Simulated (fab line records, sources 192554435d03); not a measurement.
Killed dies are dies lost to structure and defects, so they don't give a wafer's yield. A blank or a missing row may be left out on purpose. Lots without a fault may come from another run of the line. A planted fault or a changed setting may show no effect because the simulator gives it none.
Chamber matching | flow n5_finfet | N5_BEOL_M2_ALD_84 on ald_metal-03: 4 sister chambers
The step deposits TaN, pulse time 2 s, purge time 3 s, co reactant purge time 2 s. 27 wafers are shown with their chamber, then 12 later ones without.

WAFERS WITH THEIR CHAMBER
wafer  | chamber | heater_power_w (W)
L075.1 | 3       | 420
L075.3 | 2       | 440
L075.6 | 0       | 357
L078.1 | 0       | 365
L078.4 | 1       | 444
L078.6 | 0       | 362
L079.1 | 0       | 366
L079.2 | 1       | 454
L079.4 | 3       | 411
L080.1 | 0       | 351
L080.3 | 1       | 458
L080.4 | 3       | 419
L082.1 | 0       | 358
L082.4 | 2       | 453
L082.6 | 1       | 464
L083.1 | 1       | 457
L083.2 | 0       | 353
L083.5 | 1       | 456
L088.1 | 1       | 467
L088.2 | 2       | 459
L088.5 | 1       | 444
L090.1 | 2       | 457
L090.4 | 1       | 451
L090.6 | 0       | 358
L092.2 | 2       | 449
L092.3 | 1       | 465
L092.5 | 3       | 408

SIGNATURES (means of the wafers above)
reading        | chamber 0 | chamber 1 | chamber 2 | chamber 3 | scatter within a chamber
heater_power_w | 358.75    | 456.00    | 451.60    | 414.50    | 6.98
Rule: a wafer's distance from a chamber is the root of the sum, over the readings, of the square of ((its reading less the chamber's mean) divided by the reading's scatter). The wafer belongs to the nearest chamber; if the next one is less than 2 further off, it can't be placed. The scatter: the root of (the sum of the squares of (reading less its chamber's mean) over the shown wafers, divided by (wafers less chambers)).

WAFERS WITHOUT THEIR CHAMBER
wafer  | heater_power_w (W)
L093.2 | 359
L093.4 | 455
L093.6 | 453
L095.1 | 454
L095.3 | 449
L095.4 | 427
L097.1 | 366
L097.2 | 418
L097.3 | 450
L097.4 | 451
L097.5 | 412
L097.6 | 453

WHICH CHAMBER EACH WENT THROUGH
wafer  | from the rows above     | in truth
L093.2 | 0                       | 0
L093.4 | can't be placed: 1 or 2 | 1
L093.6 | can't be placed: 2 or 1 | 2
L095.1 | can't be placed: 1 or 2 | 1
L095.3 | can't be placed: 2 or 1 | 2
L095.4 | can't be placed: 3 or 2 | 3
L097.1 | 0                       | 0
L097.2 | 3                       | 3
L097.3 | can't be placed: 2 or 1 | 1
L097.4 | can't be placed: 2 or 1 | 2
L097.5 | 3                       | 3
L097.6 | can't be placed: 2 or 1 | 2
Placed correctly: 4 of 12. Can't be placed from these rows: 8 (the true chamber is among the candidates in 8). Placed wrongly: 0.
